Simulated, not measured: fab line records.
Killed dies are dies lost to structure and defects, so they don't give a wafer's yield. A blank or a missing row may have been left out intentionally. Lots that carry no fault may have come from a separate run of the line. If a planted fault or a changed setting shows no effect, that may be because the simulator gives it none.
Matching of chambers | flow n5Finfet | rieDiel-04 running N5_BEOL_M11_ETCH_65: 3 sister chambers
The step etches SiARC in CF4, target depth 39 nm, time 65 s. 3 wafers are shown with their chamber, then 6 later ones without.

WAFERS WITH THEIR CHAMBER
wafer  | chamber | showerheadPlenumPTorr (Torr)
L087.1 | 1       | 2.14
L087.3 | 3       | 2.19
L088.1 | 2       | 2.06

WAFERS WHOSE CHAMBER IS MISSING
wafer  | showerheadPlenumPTorr (Torr)
L088.6 | 2.14
L091.1 | 2.14
L091.2 | 2.06
L095.4 | 2.05
L095.5 | 2.05
L095.6 | 2.13

WHICH CHAMBER EACH ONE RAN IN
wafer  | from the rows above | in truth
L088.6 | 1                   | 1
L091.1 | 1                   | 1
L091.2 | 2                   | 2
L095.4 | 2                   | 2
L095.5 | 2                   | 2
L095.6 | 1                   | 1
Correctly placed: 6 of 6. From these rows, 0 cannot be placed. Wrongly placed: 0.
How it was worked out, from the rows above alone: a wafer's distance from a chamber is the root of the sum, over the readings, of the square of ((its reading less the chamber's mean) divided by the reading's scatter). If the next closest chamber is less than 2 further off than the closest, the wafer can't be placed; otherwise it belongs to the closest. The mean given for a chamber averages the wafers shown for that chamber. The scatter: root of mean squared gap, hidden wafer to nearest shown wafer, with one shown wafer a chamber.
